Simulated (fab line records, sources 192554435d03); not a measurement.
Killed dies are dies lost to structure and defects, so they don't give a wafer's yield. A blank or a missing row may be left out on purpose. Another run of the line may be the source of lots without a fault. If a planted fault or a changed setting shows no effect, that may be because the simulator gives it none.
Matching of chambers || flow n5-finfet || N5_BEOL_M9_PECVD_70 on pecvd-03 has 3 sister chambers
The step deposits SiO2 from TEOS/O2, target thk 20 nm, time 22.7 s. 3 wafers are shown with their chamber, then 7 later ones without.

WAFERS WITH THEIR CHAMBER
{"wafer": "L089.6", "chamber": 0, "showerhead-plenum-p-Torr (Torr)": 8.89}
{"wafer": "L091.3", "chamber": 1, "showerhead-plenum-p-Torr (Torr)": 8.69}
{"wafer": "L091.4", "chamber": 2, "showerhead-plenum-p-Torr (Torr)": 8.77}

WAFERS WITH NO CHAMBER GIVEN
{"wafer": "L091.6", "showerhead-plenum-p-Torr (Torr)": 8.68}
{"wafer": "L092.1", "showerhead-plenum-p-Torr (Torr)": 8.87}
{"wafer": "L092.3", "showerhead-plenum-p-Torr (Torr)": 8.78}
{"wafer": "L092.4", "showerhead-plenum-p-Torr (Torr)": 8.76}
{"wafer": "L097.2", "showerhead-plenum-p-Torr (Torr)": 8.75}
{"wafer": "L097.5", "showerhead-plenum-p-Torr (Torr)": 8.77}
{"wafer": "L097.6", "showerhead-plenum-p-Torr (Torr)": 8.90}

EACH ONE'S CHAMBER
{"wafer": "L091.6", "from the rows above": 1, "in truth": 1}
{"wafer": "L092.1", "from the rows above": 0, "in truth": 0}
{"wafer": "L092.3", "from the rows above": 2, "in truth": 2}
{"wafer": "L092.4", "from the rows above": 2, "in truth": 2}
{"wafer": "L097.2", "from the rows above": 2, "in truth": 2}
{"wafer": "L097.5", "from the rows above": 2, "in truth": 2}
{"wafer": "L097.6", "from the rows above": 0, "in truth": 0}
Correct placement for 7 of the 7. Number that these rows cannot place: 0. Number placed wrongly: 0.
How it was worked out, from the rows above alone: a wafer's distance from a chamber is the root of the sum, over the readings, of the square of ((its reading less the chamber's mean) divided by the reading's scatter). The wafer belongs to the nearest chamber; if the next one is less than 2 further off, it can't be placed. A chamber's mean is the mean of its shown wafers. The scatter (one wafer shown for each chamber): square how far every hidden wafer sits from the nearest shown wafer, average those squares and take the square root.
